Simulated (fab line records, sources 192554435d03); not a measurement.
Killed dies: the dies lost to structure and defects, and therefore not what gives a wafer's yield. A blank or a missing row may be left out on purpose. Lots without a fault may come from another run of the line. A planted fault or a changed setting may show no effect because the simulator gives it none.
Matching of chambers | flow n5 finfet | N5_FIN_SAQP_PECVD_47 on pecvd-03 has 3 sister chambers
The step deposits a-Si from SiH4/He, target thk 45 nm, time 36.3 s. 15 wafers are shown with their chamber, then 7 later ones without.

WAFERS PAIRED WITH THEIR CHAMBERS
wafer  | chamber | showerhead plenum p Torr (Torr) | throttle valve pct (%) | heater power w (W)
L115.2 | 0       | 5.59                            | 18.4                   | 1018
L115.4 | 1       | 5.57                            | 18.5                   | 847
L115.5 | 0       | 5.58                            | 18.1                   | 989
L116.3 | 2       | 5.74                            | 16.9                   | 983
L116.4 | 1       | 5.59                            | 18.4                   | 846
L116.6 | 0       | 5.60                            | 18.5                   | 901
L117.1 | 2       | 5.73                            | 16.7                   | 1016
L117.2 | 0       | 5.60                            | 18.4                   | 989
L117.6 | 2       | 5.73                            | 16.9                   | 1006
L120.2 | 0       | 5.59                            | 18.4                   | 1053
L120.4 | 2       | 5.73                            | 17.1                   | 998
L120.5 | 2       | 5.74                            | 17.0                   | 989
L122.3 | 1       | 5.58                            | 18.3                   | 897
L122.5 | 2       | 5.74                            | 16.7                   | 936
L122.6 | 0       | 5.60                            | 18.5                   | 920

SIGNATURES (means of the wafers above)
reading                  | chamber 0 | chamber 1 | chamber 2 | scatter within a chamber
showerhead plenum p Torr | 5.5933    | 5.5800    | 5.7350    | 0.00755
throttle valve pct       | 18.383    | 18.400    | 16.883    | 0.146
heater power w           | 978.33    | 863.33    | 988.00    | 43.2
Rule: a wafer's distance from a chamber is the root of the sum, over the readings, of the square of ((its reading less the chamber's mean) divided by the reading's scatter). The wafer belongs to the nearest chamber; if the next one is less than 2 further off, it can't be placed. The scatter: take each reading less its chamber's mean, square it, sum over the shown wafers, divide by the number of wafers less the number of chambers, and take the root.

WAFERS WITHOUT THEIR CHAMBER
wafer  | showerhead plenum p Torr (Torr) | throttle valve pct (%) | heater power w (W)
L128.2 | 5.59                            | 18.2                   | 784
L128.4 | 5.72                            | 17.0                   | 833
L129.1 | 5.61                            | 18.7                   | 1067
L129.2 | 5.73                            | 16.7                   | 944
L133.1 | 5.73                            | 17.1                   | 1010
L133.2 | 5.59                            | 18.5                   | 1079
L133.3 | 5.58                            | 18.4                   | 873

CHAMBER TAKEN BY EACH
wafer  | from the rows above | in truth
L128.2 | 1                   | 1
L128.4 | 2                   | 2
L129.1 | 0                   | 0
L129.2 | 2                   | 2
L133.1 | 2                   | 2
L133.2 | 0                   | 0
L133.3 | 1                   | 1
Placed correctly: 7 of 7. Can't be placed from these rows: 0. 0 placed wrongly.
